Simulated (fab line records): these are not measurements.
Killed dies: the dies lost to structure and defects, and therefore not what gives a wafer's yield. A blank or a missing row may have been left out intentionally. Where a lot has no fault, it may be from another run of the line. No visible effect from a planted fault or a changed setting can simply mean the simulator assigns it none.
Split-lot study ; flow n5Finfet ; route with 1938 steps; 7 lots, 39 wafers read

== THE SPLIT ==
At N5_DUMMY_GATE_ETCH_32 (etches SiO2 in CF4, target depth 3.5 nm, time 3.9 s), the setting timeS was moved away from the recipe's 3.9 s on 12 of the 39 wafers read, by -14.9% to +23.2%. All remaining wafers had this setting at the recipe value.

Reading taken at the split's own step.

== THE READING ==
etch.depthNm (the simulator's own value, which no gauge read), in nm, at N5_DUMMY_GATE_ETCH_32 (etches SiO2 in CF4, target depth 3.5 nm, time 3.9 s). The file gives no usual value for it. The 27 wafers here that ran the recipe average 3.493 nm, standard deviation 0.037 nm.

wafer;tool, chamber at the split;timeS as run, s;against the recipe;etch.depthNm, nm;against lot-mates on the recipe
L074.1;rieSi-01, 1;3.9;recipe;3.483;-
L074.2;rieSi-01, 1;4.804;+23.2%;4.265;+0.784
L074.3;rieSi-01, 1;3.9;recipe;3.46;-
L074.4;rieSi-01, 1;4.804;+23.2%;4.292;+0.811
L074.5;rieSi-01, 1;3.9;recipe;3.499;-
L074.6;rieSi-01, 1;4.804;+23.2%;4.319;+0.838
L077.1;rieSi-01, 0;3.9;recipe;3.457;-
L077.2;rieSi-01, 3;3.9;recipe;3.512;-
L077.3;rieSi-01, 1;3.32;-14.9%;3.001;-0.486
L077.4;rieSi-01, 3;3.9;recipe;3.492;-
L077.5;rieSi-01, 1;3.32;-14.9%;2.999;-0.488
L077.6;rieSi-01, 0;3.32;-14.9%;2.95;-0.537
L079.1;rieSi-01, 0;4.406;+13.0%;3.922;+0.396
L079.2;rieSi-01, 3;4.406;+13.0%;4.002;+0.476
L079.3;rieSi-01, 1;3.9;recipe;3.542;-
L079.4;rieSi-01, 1;3.9;recipe;3.54;-
L079.5;rieSi-01, 0;4.406;+13.0%;3.936;+0.410
L079.6;rieSi-01, 3;3.9;recipe;3.497;-
L080.1;rieSi-01, 3;3.9;recipe;3.512;-
L080.2;rieSi-01, 1;3.9;recipe;3.511;-
L080.3;rieSi-01, 0;3.9;recipe;3.465;-
L080.4;rieSi-01, 0;3.9;recipe;3.454;-
L080.5;rieSi-01, 3;3.9;recipe;3.495;-
L080.6;rieSi-01, 1;3.9;recipe;3.534;-
L083.4;rieSi-03, 0;3.9;recipe;3.56;-
L083.5;rieSi-03, 1;3.9;recipe;3.46;-
L083.6;rieSi-03, 2;3.9;recipe;3.456;-
L092.1;rieSi-05, 1;3.9;recipe;3.438;-
L092.2;rieSi-05, 3;4.618;+18.4%;4.107;+0.597
L092.3;rieSi-05, 0;3.9;recipe;3.548;-
L092.4;rieSi-05, 2;4.618;+18.4%;4.189;+0.679
L092.5;rieSi-05, 3;4.618;+18.4%;4.099;+0.589
L092.6;rieSi-05, 0;3.9;recipe;3.545;-
L095.1;rieSi-03, 3;3.9;recipe;3.532;-
L095.2;rieSi-03, 1;3.9;recipe;3.471;-
L095.3;rieSi-03, 0;3.9;recipe;3.511;-
L095.4;rieSi-03, 2;3.9;recipe;3.461;-
L095.5;rieSi-03, 2;3.9;recipe;3.457;-
L095.6;rieSi-03, 1;3.9;recipe;3.423;-

FIT RESULTS
A straight line over all 39 wafers: etch.depthNm changes by +0.0346 nm for each +1% of timeS; r = +0.99; the points scatter about the line by 0.037 nm.
The same after taking each lot's own level away (the mean of its wafers on the recipe; 39 wafers): +0.0342 nm for each +1%; r = +0.99; scatter 0.035 nm.
The reading moves by 0.79 nm for the largest change in timeS, on that fit.
Across the lots, their own levels run from 3.4758 to 3.5263 nm, a range of 1.4 times the standard deviation given above.
Hence the lot-to-lot level has little effect on the slope; both slopes agree.
Check: +0.794 nm against its lot-mates is what the line predicts for one of the wafers moved furthest among these (+23.2%) when that wafer is left out of the fit. It came out at +0.784 nm against them.

== OTHER SPLITS ON THESE WAFERS ==
Other splits were also applied to these wafers ahead of the reading. Each is held against what the fit with the lots' levels taken away leaves over:
other split on the same wafers;wafers away from the commonest value;r with etch.depthNm (lot level and that fit taken away)
N5_FIN_SAQP_ALD_61 aldCycles;12;+0.04
N5_FIN_SAQP_SPACER1_ALD_24 aldCycles;12;-0.01
N5_FIN_SAQP_SPACER2_ALD_28 tempC;18;-0.01
N5_DUMMY_GATE_ETCH_31 targetDepthA;18;+0.02

== THE FILE'S OWN FIT ==
etch.depthNm changes by +0.0342 nm for each +1% of timeS, r = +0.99.
